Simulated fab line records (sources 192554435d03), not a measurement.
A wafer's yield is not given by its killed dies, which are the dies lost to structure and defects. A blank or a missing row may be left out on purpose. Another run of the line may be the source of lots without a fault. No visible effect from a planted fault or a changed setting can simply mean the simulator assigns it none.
fab line records + flow n5Finfet + part 1 of 2: steps 1 to 4 of 6
record:
- lots: 24
- wafers: 72
- lastDay: 17
route steps=1938 shown GATE_CUT@487 MOL_CONTACT_COAG@537
lots untouched by any fault: they come from a run of this same line in which no faults occurred
startH: hours from the record's first day to the start of the lot's first wafer shown + waitH: hours since the lot's step before + " the same as in the row above + L1.1+2: a row that stands for several wafers + - no value, or no start was given + * or withheld: withheld + < > ~ a bound
route shown NAME@n: names a module that has steps shown in the file, with the first one's number in the route + usual: the fault-free wafers' mean and standard deviation + same: alike in all rows + chamber/n: place in a boat + sites: each site's reading + _std_site: the standard deviation of these + _edge_site: outer sites' mean less inner sites' + radiusMm: for every site, how far away it sits from the centre of the wafer + mask NAME#n: copy n + behind: the last tool/chamber to shape the wafer + hold: why the lot was held/for how many hours/how that ended + device: the n, p or np transistor that did not switch + end of line: the same wafers' tests at the end of the route + where a step has no rows: the recipe by itself + killed: the dies lost at the first sort to structure and to defects; this is not the yield of the wafer + map: shows each die of a wafer: x if killed, . if not, _ if none is there
set.NAME: the run value of the setting; set.NAME@STEP: its run value at that earlier step + model.NAME: the simulator's own value behind a step, which no gauge read
one table for each step of the route and one row for each wafer, over a sample of lots
services: a tool's chamber out of use, with start hour (startH, from the record's first day; less than 0 if before it), hours out, and reason
== steps ==
step: N5_GATE_CUT_CD_MEAS_13
recipe:
- targetCdNm: 20
- landingEnergyEv: 500
- detector: seInlens
usual:
- cdNm: 20.0/0.36
same:
- landingEnergyEv: 500
| lot.wafer | tool     | chamber | startH | waitH | cdNm |
|-----------|----------|---------|--------|-------|------|
| L074.2    | cdSem-01 | 0       | 89.51  | -     | 20.0 |
| L074.5    | "        | 0       | "      | "     | 19.7 |
| L074.6    | "        | 0       | "      | "     | 19.9 |
| L075.2    | cdSem-02 | 0       | 91.82  | -     | 20.3 |
| L075.5    | "        | 0       | "      | "     | 20.2 |
| L075.6    | "        | 0       | "      | "     | 19.8 |
| L076.1    | cdSem-01 | 0       | 99.10  | -     | 19.6 |
| L076.4    | "        | 0       | "      | "     | 20.1 |
| L076.6    | "        | 0       | "      | "     | 20.0 |
| L077.1    | cdSem-02 | 0       | 101.73 | -     | 20.8 |
| L077.4    | "        | 0       | "      | "     | 20.6 |
| L077.5    | "        | 0       | "      | "     | 19.9 |
| L078.1    | cdSem-01 | 0       | 109.17 | -     | 20.0 |
| L078.2    | "        | 0       | "      | "     | 20.0 |
| L078.3    | "        | 0       | "      | "     | 19.4 |
| L079.2    | cdSem-03 | 0       | 116.56 | -     | 20.3 |
| L079.4    | "        | 0       | "      | "     | 20.2 |
| L079.6    | "        | 0       | "      | "     | 20.6 |
| L080.2    | cdSem-03 | 0       | 118.94 | -     | 19.8 |
| L080.4    | "        | 0       | "      | "     | 19.8 |
| L080.5    | "        | 0       | "      | "     | 19.5 |
| L081.1    | cdSem-01 | 0       | 125.99 | -     | 20.0 |
| L081.4    | "        | 0       | "      | "     | 20.2 |
| L081.5    | "        | 0       | "      | "     | 20.5 |
| L082.1    | cdSem-02 | 0       | 131.39 | -     | 20.4 |
| L082.4    | "        | 0       | "      | "     | 20.0 |
| L082.5    | "        | 0       | "      | "     | 19.9 |
| L083.1    | cdSem-03 | 0       | 138.65 | -     | 20.5 |
| L083.4    | "        | 0       | "      | "     | 20.4 |
| L083.5    | "        | 0       | "      | "     | 20.2 |
| L084.1    | cdSem-01 | 0       | 142.34 | -     | 20.1 |
| L084.2    | "        | 0       | "      | "     | 19.8 |
| L084.5    | "        | 0       | "      | "     | 19.7 |
| L085.3    | cdSem-01 | 0       | 156.67 | -     | 20.3 |
| L085.4    | "        | 0       | "      | "     | 20.1 |
| L085.5    | "        | 0       | "      | "     | 20.5 |
| L086.3    | cdSem-02 | 0       | 160.53 | -     | 19.5 |
| L086.4    | "        | 0       | "      | "     | 19.8 |
| L086.6    | "        | 0       | "      | "     | 19.8 |
| L087.1    | cdSem-01 | 0       | 162.14 | -     | 19.5 |
| L087.4    | "        | 0       | "      | "     | 20.0 |
| L087.6    | "        | 0       | "      | "     | 19.4 |
| L088.1    | cdSem-01 | 0       | 168.80 | -     | 19.6 |
| L088.4    | "        | 0       | "      | "     | 19.9 |
| L088.5    | "        | 0       | "      | "     | 20.0 |
| L089.2    | cdSem-02 | 0       | 175.59 | -     | 19.5 |
| L089.4    | "        | 0       | "      | "     | 20.3 |
| L089.6    | "        | 0       | "      | "     | 20.2 |
| L090.2    | cdSem-03 | 0       | 178.06 | -     | 19.9 |
| L090.3    | "        | 0       | "      | "     | 20.1 |
| L090.6    | "        | 0       | "      | "     | 19.9 |
| L091.1    | cdSem-03 | 0       | 186.69 | -     | 19.6 |
| L091.3    | "        | 0       | "      | "     | 19.7 |
| L091.6    | "        | 0       | "      | "     | 19.6 |
| L092.2    | cdSem-02 | 0       | 189.93 | -     | 20.9 |
| L092.4    | "        | 0       | "      | "     | 20.4 |
| L092.5    | "        | 0       | "      | "     | 20.3 |
| L093.2    | cdSem-02 | 0       | 199.10 | -     | 20.3 |
| L093.3    | "        | 0       | "      | "     | 19.8 |
| L093.5    | "        | 0       | "      | "     | 20.4 |
| L094.1    | cdSem-02 | 0       | 205.79 | -     | 20.3 |
| L094.4    | "        | 0       | "      | "     | 20.5 |
| L094.5    | "        | 0       | "      | "     | 19.9 |
| L095.1    | cdSem-03 | 0       | 210.70 | -     | 19.8 |
| L095.3    | "        | 0       | "      | "     | 19.8 |
| L095.6    | "        | 0       | "      | "     | 19.5 |
| L096.2    | cdSem-02 | 0       | 216.56 | -     | 20.6 |
| L096.3    | "        | 0       | "      | "     | 20.2 |
| L096.5    | "        | 0       | "      | "     | 20.3 |
| L097.1    | cdSem-01 | 0       | 223.11 | -     | 20.6 |
| L097.2    | "        | 0       | "      | "     | 20.3 |
| L097.3    | "        | 0       | "      | "     | 20.7 |
step: N5_GATE_CUT_CUT_ETCH_55
recipe:
- chemistry: BCl3
- target: HfO2
- maskMaterial: SiO2
- targetDepthA: 32
- ionEnergyEv: 30
- pressureMtorr: 5
- icpW: 450
- biasW: 18
- bcl3FlowSccm: 80
usual:
- drypumpMotorCurrentA: 5.8/0.43
- oesProductAu: 0.77/0.12
- throttleValvePct: 32.4/0.58
| lot.wafer | tool        | chamber | startH | waitH | drypumpMotorCurrentA | oesProductAu | rfHoursCounterH | throttleValvePct |
|-----------|-------------|---------|--------|-------|----------------------|--------------|-----------------|------------------|
| L074.2    | rieMetal-03 | 0       | 90.14  | 0.0   | 6.2                  | 0.62         | 124             | 32.5             |
| L074.5    | "           | 1       | "      | "     | 6.2                  | 0.60         | -               | 33.6             |
| L074.6    | "           | 0       | "      | "     | 6.2                  | 0.61         | -               | 32.5             |
| L075.2    | rieMetal-01 | 0       | 92.63  | 0.0   | 5.8                  | 0.91         | 14              | 31.9             |
| L075.5    | "           | 0       | "      | "     | 5.8                  | 0.91         | -               | 31.9             |
| L075.6    | "           | 1       | "      | "     | 5.3                  | 0.81         | -               | 32.8             |
| L076.1    | rieMetal-01 | 0       | 99.74  | 0.0   | 5.8                  | 0.90         | 15              | 31.9             |
| L076.4    | "           | 1       | "      | "     | 5.3                  | 0.81         | -               | 32.8             |
| L076.6    | "           | 0       | "      | "     | 5.8                  | 0.91         | -               | 31.9             |
| L077.1    | rieMetal-01 | 1       | 102.88 | 0.0   | 5.3                  | 0.80         | 32              | 32.8             |
| L077.4    | "           | 1       | "      | "     | 5.3                  | 0.81         | -               | 32.8             |
| L077.5    | "           | 1       | "      | "     | 5.3                  | 0.81         | -               | 32.9             |
| L078.1    | rieMetal-01 | 1       | 109.81 | 0.0   | 5.3                  | 0.81         | 33              | 32.8             |
| L078.2    | "           | 0       | "      | "     | 5.8                  | 0.90         | 15              | 31.9             |
| L078.3    | "           | 0       | "      | "     | 5.8                  | 0.90         | -               | 31.9             |
| L079.2    | rieMetal-03 | 0       | 117.20 | 0.0   | 6.2                  | 0.61         | 126             | 32.5             |
| L079.4    | "           | 1       | "      | "     | 6.2                  | 0.59         | -               | 33.6             |
| L079.6    | "           | 0       | "      | "     | 6.2                  | 0.61         | -               | 32.5             |
| L080.2    | rieMetal-03 | 1       | 119.57 | 0.0   | 6.2                  | 0.59         | 130             | 33.6             |
| L080.4    | "           | 1       | "      | "     | 6.2                  | 0.60         | -               | 33.6             |
| L080.5    | "           | 1       | "      | "     | 6.2                  | 0.60         | -               | 33.6             |
| L081.1    | rieMetal-01 | 1       | 126.92 | 0.0   | 5.3                  | 0.80         | 34              | 32.9             |
| L081.4    | "           | 1       | "      | "     | 5.3                  | 0.80         | -               | 32.8             |
| L081.5    | "           | 1       | "      | "     | 5.3                  | 0.80         | -               | 32.8             |
| L082.1    | rieMetal-02 | 1       | 132.17 | 0.0   | 5.0                  | 0.80         | 34              | 31.9             |
| L082.4    | "           | 1       | "      | "     | 5.0                  | 0.79         | -               | 31.9             |
| L082.5    | "           | 0       | "      | "     | 5.9                  | 0.88         | -               | 31.8             |
| L083.1    | rieMetal-02 | 1       | 139.29 | 0.0   | 5.0                  | 0.79         | 34              | 31.9             |
| L083.4    | "           | 1       | "      | "     | 5.0                  | 0.79         | -               | 31.9             |
| L083.5    | "           | 0       | "      | "     | 5.9                  | 0.88         | -               | 31.9             |
| L084.1    | rieMetal-01 | 0       | 143.71 | 0.0   | 5.8                  | 0.88         | 18              | 31.9             |
| L084.2    | "           | 1       | "      | "     | 5.3                  | 0.78         | 35              | 32.8             |
| L084.5    | "           | 1       | "      | "     | 5.3                  | 0.78         | -               | 32.8             |
| L085.3    | rieMetal-03 | 0       | 157.34 | 0.0   | 6.2                  | 0.61         | -               | 32.5             |
| L085.4    | "           | 1       | "      | "     | 6.2                  | 0.60         | -               | 33.6             |
| L085.5    | "           | 0       | "      | "     | 6.2                  | 0.61         | -               | 32.5             |
| L086.3    | rieMetal-01 | 0       | 161.20 | 0.0   | 5.8                  | 0.87         | -               | 31.9             |
| L086.4    | "           | 1       | "      | "     | 5.3                  | 0.78         | -               | 32.8             |
| L086.6    | "           | 0       | "      | "     | 5.8                  | 0.87         | -               | 31.9             |
| L087.1    | rieMetal-02 | 1       | 162.82 | 0.1   | 5.0                  | 0.80         | 35              | 31.9             |
| L087.4    | "           | 0       | "      | "     | 5.9                  | 0.87         | -               | 31.9             |
| L087.6    | "           | 0       | "      | "     | 5.9                  | 0.87         | -               | 31.9             |
| L088.1    | rieMetal-01 | 0       | 169.92 | 0.0   | 5.8                  | 0.87         | 20              | 31.9             |
| L088.4    | "           | 0       | "      | "     | 5.8                  | 0.88         | -               | 31.9             |
| L088.5    | "           | 1       | "      | "     | 5.2                  | 0.78         | -               | 32.8             |
| L089.2    | rieMetal-02 | 1       | 176.23 | 0.0   | 5.0                  | 0.79         | 38              | 31.9             |
| L089.4    | "           | 0       | "      | "     | 5.9                  | 0.86         | -               | 31.9             |
| L089.6    | "           | 1       | "      | "     | 5.0                  | 0.79         | -               | 31.9             |
| L090.2    | rieMetal-02 | 1       | 178.70 | 0.0   | 5.0                  | 0.79         | 38              | 31.9             |
| L090.3    | "           | 0       | "      | "     | 5.9                  | 0.85         | -               | 31.9             |
| L090.6    | "           | 1       | "      | "     | 5.0                  | 0.79         | -               | 31.9             |
| L091.1    | rieMetal-03 | 0       | 187.32 | 0.0   | 6.2                  | 0.61         | 132             | 32.5             |
| L091.3    | "           | 1       | "      | "     | 6.2                  | 0.59         | -               | 33.6             |
| L091.6    | "           | 1       | "      | "     | 6.2                  | 0.60         | -               | 33.6             |
| L092.2    | rieMetal-03 | 0       | 190.70 | 0.1   | 6.2                  | 0.61         | -               | 32.5             |
| L092.4    | "           | 0       | "      | "     | 6.2                  | 0.60         | -               | 32.5             |
| L092.5    | "           | 0       | "      | "     | 6.2                  | 0.61         | -               | 32.5             |
| L093.2    | rieMetal-02 | 0       | 200.16 | 0.1   | 5.9                  | 0.85         | -               | 31.9             |
| L093.3    | "           | 0       | "      | "     | 5.9                  | 0.84         | -               | 31.9             |
| L093.5    | "           | 0       | "      | "     | 5.9                  | 0.84         | -               | 31.9             |
| L094.1    | rieMetal-02 | 1       | 206.43 | 0.0   | 5.0                  | 0.78         | 38              | 31.9             |
| L094.4    | "           | 1       | "      | "     | 5.0                  | 0.79         | -               | 31.9             |
| L094.5    | "           | 1       | "      | "     | 5.0                  | 0.78         | -               | 31.9             |
| L095.1    | rieMetal-03 | 0       | 211.46 | 0.1   | 6.2                  | 0.60         | 137             | 32.5             |
| L095.3    | "           | 0       | "      | "     | 6.2                  | 0.61         | -               | 32.5             |
| L095.6    | "           | 0       | "      | "     | 6.2                  | 0.60         | -               | 32.5             |
| L096.2    | rieMetal-01 | 1       | 217.20 | 0.0   | 5.3                  | 0.78         | 42              | 32.9             |
| L096.3    | "           | 1       | "      | "     | 5.3                  | 0.78         | -               | 32.8             |
| L096.5    | "           | 0       | "      | "     | 5.8                  | 0.86         | -               | 31.9             |
| L097.1    | rieMetal-03 | 1       | 224.24 | 0.1   | 6.2                  | 0.95         | 2               | 32.9             |
| L097.2    | "           | 1       | "      | "     | 6.2                  | 0.95         | -               | 32.8             |
| L097.3    | "           | 1       | "      | "     | 6.2                  | 0.95         | -               | 32.9             |
step: N5_GATE_CUT_CMP_43
recipe:
- material: SiO2
- postCmpClean: rinseOnly
usual:
- motorCurrentA: 12.7/1.7
| lot.wafer | tool   | chamber | startH | waitH | motorCurrentA |
|-----------|--------|---------|--------|-------|---------------|
| L074.2    | cmp-03 | 2       | 92.54  | 0.3   | 11.7          |
| L074.5    | "      | 3       | "      | "     | 15.0          |
| L074.6    | "      | 0       | "      | "     | 13.0          |
| L075.2    | cmp-02 | 2       | 94.94  | 0.2   | 12.9          |
| L075.5    | "      | 0       | "      | "     | 15.4          |
| L075.6    | "      | 1       | "      | "     | 13.2          |
| L076.1    | cmp-03 | 1       | 103.36 | 0.1   | 10.5          |
| L076.4    | "      | 3       | "      | "     | 15.8          |
| L076.6    | "      | 0       | "      | "     | 13.2          |
| L077.1    | cmp-02 | 3       | 105.62 | 0.1   | 11.2          |
| L077.4    | "      | 1       | "      | "     | 13.3          |
| L077.5    | "      | 2       | "      | "     | 13.4          |
| L078.1    | cmp-03 | 2       | 111.95 | 0.0   | 11.2          |
| L078.2    | "      | 0       | "      | "     | 12.4          |
| L078.3    | "      | 1       | "      | "     | 10.3          |
| L079.4    | cmp-02 | 2       | 119.86 | 0.2   | 13.4          |
| L079.2    | "      | 1       | "      | "     | 12.9          |
| L079.6    | "      | 3       | "      | "     | 11.2          |
| L080.2    | cmp-02 | 3       | 121.79 | 0.1   | 11.4          |
| L080.4    | "      | 0       | "      | "     | 14.6          |
| L080.5    | "      | 3       | "      | "     | 11.7          |
| L081.1    | cmp-02 | 1       | 129.48 | 0.2   | 13.8          |
| L081.4    | "      | 2       | "      | "     | 13.9          |
| L081.5    | "      | 0       | "      | "     | 15.0          |
| L082.4    | cmp-03 | 1       | 134.42 | 0.0   | 10.7          |
| L082.1    | "      | 2       | "      | "     | 11.0          |
| L082.5    | "      | 1       | "      | "     | 9.8           |
| L083.1    | cmp-03 | 1       | 141.98 | 0.2   | 9.8           |
| L083.4    | "      | 2       | "      | "     | 10.9          |
| L083.5    | "      | 0       | "      | "     | 12.0          |
| L084.2    | cmp-01 | 0       | 145.85 | 0.0   | 10.4          |
| L084.1    | "      | 1       | "      | "     | 12.5          |
| L084.5    | "      | 0       | "      | "     | 10.3          |
| L085.3    | cmp-01 | 3       | 159.63 | 0.2   | 12.9          |
| L085.4    | "      | 0       | "      | "     | 11.1          |
| L085.5    | "      | 1       | "      | "     | 12.8          |
| L086.3    | cmp-02 | 2       | 163.85 | 0.2   | 14.0          |
| L086.4    | "      | 3       | "      | "     | 11.2          |
| L086.6    | "      | 1       | "      | "     | 13.4          |
| L087.4    | cmp-03 | 3       | 165.00 | 0.0   | 15.9          |
| L087.1    | "      | 1       | "      | "     | 10.5          |
| L087.6    | "      | 3       | "      | "     | 15.8          |
| L088.4    | cmp-01 | 0       | 172.06 | 0.0   | 10.4          |
| L088.1    | "      | 3       | "      | "     | 13.1          |
| L088.5    | "      | 1       | "      | "     | 12.9          |
| L089.4    | cmp-02 | 2       | 178.45 | 0.1   | 14.6          |
| L089.2    | "      | 3       | "      | "     | 11.1          |
| L089.6    | "      | 2       | "      | "     | 13.7          |
| L090.2    | cmp-03 | 1       | 180.88 | 0.0   | 10.0          |
| L090.3    | "      | 3       | "      | "     | 15.6          |
| L090.6    | "      | 2       | "      | "     | 10.6          |
| L091.1    | cmp-03 | 1       | 189.46 | 0.0   | 9.9           |
| L091.3    | "      | 3       | "      | "     | 15.0          |
| L091.6    | "      | 2       | "      | "     | 11.2          |
| L092.2    | cmp-02 | 2       | 194.41 | 0.1   | 13.4          |
| L092.4    | "      | 0       | "      | "     | 14.8          |
| L092.5    | "      | 1       | "      | "     | 13.5          |
| L093.2    | cmp-03 | 0       | 202.52 | 0.1   | 12.5          |
| L093.3    | "      | 2       | "      | "     | 11.7          |
| L093.5    | "      | 0       | "      | "     | 12.2          |
| L094.1    | cmp-02 | 2       | 208.75 | 0.2   | 14.1          |
| L094.4    | "      | 3       | "      | "     | 11.4          |
| L094.5    | "      | 0       | "      | "     | 14.3          |
| L095.3    | cmp-01 | 3       | 213.94 | 0.1   | 12.1          |
| L095.1    | "      | 0       | "      | "     | 10.8          |
| L095.6    | "      | 3       | "      | "     | 12.1          |
| L096.3    | cmp-03 | 0       | 219.34 | 0.0   | 12.2          |
| L096.2    | "      | 2       | "      | "     | 11.0          |
| L096.5    | "      | 1       | "      | "     | 10.0          |
| L097.3    | cmp-03 | 2       | 226.53 | 0.0   | 11.2          |
| L097.2    | "      | 0       | "      | "     | 12.1          |
| L097.1    | "      | 1       | "      | "     | 9.7           |
step: N5_MOL_CONTACT_COAG_ETCH_15
recipe:
- chemistry: CH3F/O2
- target: SiNx
- targetDepthA: 70
- maskMaterial: SOC
- stopOn: Si:P
- overEtchFrac: 0.75
- ionEnergyEv: 120
- pressureMtorr: 30
- sourceW: 395
- biasW: 73
- Ar_flow_sccm: 150
- CH3F_flow_sccm: 30
- O2_flow_sccm: 20
usual:
- drypumpMotorCurrentA: 5.6/0.4
- oesProductAu: 0.58/0.066
- rfVppV: 293/6.1
- showerheadPlenumPTorr: 1.98/0.05
- throttleValvePct: 16.26/0.27
same:
- overEtchFrac: 0.75
| lot.wafer | tool       | chamber | startH | waitH | drypumpMotorCurrentA | oesProductAu | rfHoursCounterH | rfVppV | showerheadPlenumPTorr | throttleValvePct |
|-----------|------------|---------|--------|-------|----------------------|--------------|-----------------|--------|-----------------------|------------------|
| L074.2    | rieDiel-01 | 0       | 93.76  | 0.0   | 5.8                  | 0.54         | 183             | 299    | 1.90                  | 16.28            |
| L074.5    | "          | 0       | "      | "     | 5.7                  | 0.54         | -               | 302    | 1.90                  | 16.27            |
| L074.6    | "          | 2       | "      | "     | 5.9                  | 0.50         | -               | 285    | 2.00                  | 16.56            |
| L075.2    | rieDiel-03 | 0       | 96.50  | 0.0   | 6.4                  | 0.54         | 154             | 287    | 2.00                  | 16.47            |
| L075.5    | "          | 1       | "      | "     | 5.1                  | 0.51         | -               | 281    | 2.05                  | 16.58            |
| L075.6    | "          | 0       | "      | "     | 6.3                  | 0.55         | -               | 288    | 2.00                  | 16.47            |
| L076.1    | rieDiel-03 | 1       | 105.06 | 0.0   | 5.1                  | 0.50         | 247             | 281    | 2.05                  | 16.60            |
| L076.4    | "          | 2       | "      | "     | 5.6                  | 0.71         | 3               | 302    | 2.03                  | 15.67            |
| L076.6    | "          | 0       | "      | "     | 6.4                  | 0.55         | -               | 287    | 2.00                  | 16.47            |
| L077.1    | rieDiel-04 | 1       | 106.93 | 0.0   | 5.4                  | 0.72         | 2               | 296    | 1.95                  | 16.10            |
| L077.4    | "          | 1       | "      | "     | 5.4                  | 0.72         | -               | 296    | 1.95                  | 16.09            |
| L077.5    | "          | 2       | "      | "     | 5.5                  | 0.62         | -               | 297    | 1.95                  | 15.94            |
| L078.1    | rieDiel-03 | 0       | 113.55 | 0.0   | 6.4                  | 0.54         | 161             | 287    | 2.00                  | 16.47            |
| L078.2    | "          | 3       | "      | "     | 5.4                  | 0.52         | 206             | 294    | 1.96                  | 16.65            |
| L078.3    | "          | 1       | "      | "     | 5.1                  | 0.50         | 249             | 281    | 2.05                  | 16.59            |
| L079.2    | rieDiel-04 | 3       | 121.87 | 0.0   | 4.9                  | 0.57         | 146             | 288    | 1.92                  | 16.36            |
| L079.4    | "          | 2       | "      | "     | 5.5                  | 0.62         | 38              | 296    | 1.95                  | 15.98            |
| L079.6    | "          | 3       | "      | "     | 5.0                  | 0.58         | -               | 287    | 1.92                  | 16.38            |
| L080.2    | rieDiel-01 | 3       | 123.39 | 0.0   | 5.3                  | 0.53         | 166             | 295    | 2.09                  | 16.40            |
| L080.4    | "          | 0       | "      | "     | 5.7                  | 0.54         | 194             | 300    | 1.89                  | 16.29            |
| L080.5    | "          | 1       | "      | "     | 5.8                  | 0.63         | -               | 290    | 2.05                  | 15.83            |
| L081.1    | rieDiel-04 | 2       | 130.68 | 0.0   | 5.5                  | 0.62         | 41              | 297    | 1.95                  | 15.96            |
| L081.4    | "          | 0       | "      | "     | 6.1                  | 0.53         | 215             | 298    | 1.96                  | 16.32            |
| L081.5    | "          | 1       | "      | "     | 5.4                  | 0.69         | -               | 296    | 1.95                  | 16.13            |
| L082.1    | rieDiel-03 | 0       | 135.79 | 0.0   | 6.4                  | 0.54         | 170             | 288    | 2.00                  | 16.50            |
| L082.4    | "          | 0       | "      | "     | 6.4                  | 0.54         | -               | 288    | 2.00                  | 16.50            |
| L082.5    | "          | 2       | "      | "     | 5.7                  | 0.69         | -               | 301    | 2.03                  | 15.70            |
| L083.1    | rieDiel-03 | 2       | 143.39 | 0.0   | 5.7                  | 0.67         | 18              | 302    | 2.03                  | 15.71            |
| L083.4    | "          | 1       | "      | "     | 5.1                  | 0.69         | 1               | 280    | 2.05                  | 16.14            |
| L083.5    | "          | 1       | "      | "     | 5.1                  | 0.69         | -               | 281    | 2.05                  | 16.15            |
| L084.1    | rieDiel-04 | 3       | 147.33 | 0.0   | 4.9                  | 0.57         | 155             | 288    | 1.92                  | 16.38            |
| L084.2    | "          | 0       | "      | "     | 6.1                  | 0.54         | 220             | 300    | 1.96                  | 16.33            |
| L084.5    | "          | 2       | "      | "     | 5.5                  | 0.62         | -               | 299    | 1.94                  | 15.99            |
| L085.3    | rieDiel-04 | 2       | 161.16 | 0.0   | 5.5                  | 0.61         | 52              | 299    | 1.94                  | 15.97            |
| L085.4    | "          | 1       | "      | "     | 5.4                  | 0.66         | 20              | 298    | 1.95                  | 16.12            |
| L085.5    | "          | 3       | "      | "     | 4.9                  | 0.56         | -               | 288    | 1.92                  | 16.39            |
| L086.3    | rieDiel-01 | 1       | 165.19 | 0.0   | 5.7                  | 0.61         | 55              | 290    | 2.04                  | 15.88            |
| L086.4    | "          | 2       | "      | "     | 5.9                  | 0.71         | 3               | 289    | 1.99                  | 16.14            |
| L086.6    | "          | 3       | "      | "     | 5.3                  | 0.51         | -               | 293    | 2.09                  | 16.43            |
| L087.1    | rieDiel-01 | 1       | 166.69 | 0.0   | 5.7                  | 0.61         | 56              | 291    | 2.04                  | 15.88            |
| L087.4    | "          | 2       | "      | "     | 5.9                  | 0.70         | 4               | 288    | 1.99                  | 16.14            |
| L087.6    | "          | 0       | "      | "     | 5.7                  | 0.53         | -               | 299    | 1.89                  | 16.31            |
| L088.1    | rieDiel-03 | 0       | 173.41 | 0.0   | 6.4                  | 0.53         | 184             | 288    | 1.99                  | 16.52            |
| L088.4    | "          | 3       | "      | "     | 5.4                  | 0.51         | 230             | 293    | 1.96                  | 16.69            |
| L088.5    | "          | 3       | "      | "     | 5.4                  | 0.50         | -               | 292    | 1.96                  | 16.70            |
| L089.2    | rieDiel-04 | 3       | 179.86 | 0.0   | 4.9                  | 0.57         | 166             | 288    | 1.91                  | 16.40            |
| L089.4    | "          | 2       | "      | "     | 5.5                  | 0.60         | 59              | 296    | 1.94                  | 15.99            |
| L089.6    | "          | 0       | "      | "     | 6.0                  | 0.52         | -               | 298    | 1.95                  | 16.32            |
| L090.2    | rieDiel-04 | 1       | 182.23 | 0.0   | 5.4                  | 0.64         | 28              | 296    | 1.95                  | 16.15            |
| L090.3    | "          | 2       | "      | "     | 5.6                  | 0.61         | 59              | 297    | 1.94                  | 16.01            |
| L090.6    | "          | 0       | "      | "     | 6.1                  | 0.53         | -               | 300    | 1.95                  | 16.35            |
| L091.1    | rieDiel-03 | 2       | 190.81 | 0.0   | 5.6                  | 0.65         | 34              | 303    | 2.02                  | 15.74            |
| L091.3    | "          | 3       | "      | "     | 5.4                  | 0.51         | 236             | 292    | 1.95                  | 16.73            |
| L091.6    | "          | 3       | "      | "     | 5.4                  | 0.50         | -               | 292    | 1.95                  | 16.71            |
| L092.2    | rieDiel-03 | 0       | 196.19 | 0.0   | 6.4                  | 0.53         | 191             | 286    | 1.99                  | 16.54            |
| L092.4    | "          | 2       | "      | "     | 5.6                  | 0.65         | 35              | 303    | 2.02                  | 15.74            |
| L092.5    | "          | 2       | "      | "     | 5.6                  | 0.66         | -               | 302    | 2.02                  | 15.75            |
| L093.2    | rieDiel-04 | 2       | 203.79 | 0.0   | 5.5                  | 0.59         | 66              | 298    | 1.94                  | 16.00            |
| L093.3    | "          | 1       | "      | "     | 5.4                  | 0.63         | 36              | 297    | 1.94                  | 16.16            |
| L093.5    | "          | 0       | "      | "     | 6.0                  | 0.53         | -               | 299    | 1.95                  | 16.35            |
| L094.1    | rieDiel-04 | 1       | 209.94 | 0.0   | 5.4                  | 0.64         | 38              | 297    | 1.94                  | 16.18            |
| L094.4    | "          | 2       | "      | "     | 5.5                  | 0.59         | 69              | 296    | 1.94                  | 16.01            |
| L094.5    | "          | 1       | "      | "     | 5.4                  | 0.64         | -               | 296    | 1.94                  | 16.18            |
| L095.1    | rieDiel-01 | 3       | 215.33 | 0.0   | 5.3                  | 0.51         | 198             | 293    | 2.08                  | 16.45            |
| L095.3    | "          | 1       | "      | "     | 5.7                  | 0.60         | 72              | 291    | 2.04                  | 15.92            |
| L095.6    | "          | 3       | "      | "     | 5.3                  | 0.51         | -               | 293    | 2.08                  | 16.46            |
| L096.2    | rieDiel-04 | 1       | 223.60 | 0.0   | 5.4                  | 0.64         | 43              | 297    | 1.94                  | 16.18            |
| L096.3    | "          | 2       | "      | "     | 5.5                  | 0.59         | 73              | 297    | 1.94                  | 16.04            |
| L096.5    | "          | 0       | "      | "     | 6.1                  | 0.52         | -               | 299    | 1.95                  | 16.36            |
| L097.1    | rieDiel-01 | 1       | 228.03 | 0.0   | 5.7                  | 0.60         | 77              | 290    | 2.04                  | 15.92            |
| L097.2    | "          | 3       | "      | "     | 5.3                  | 0.51         | 202             | 295    | 2.08                  | 16.47            |
| L097.3    | "          | 2       | "      | "     | 5.9                  | 0.67         | 25              | 289    | 1.98                  | 16.18            |
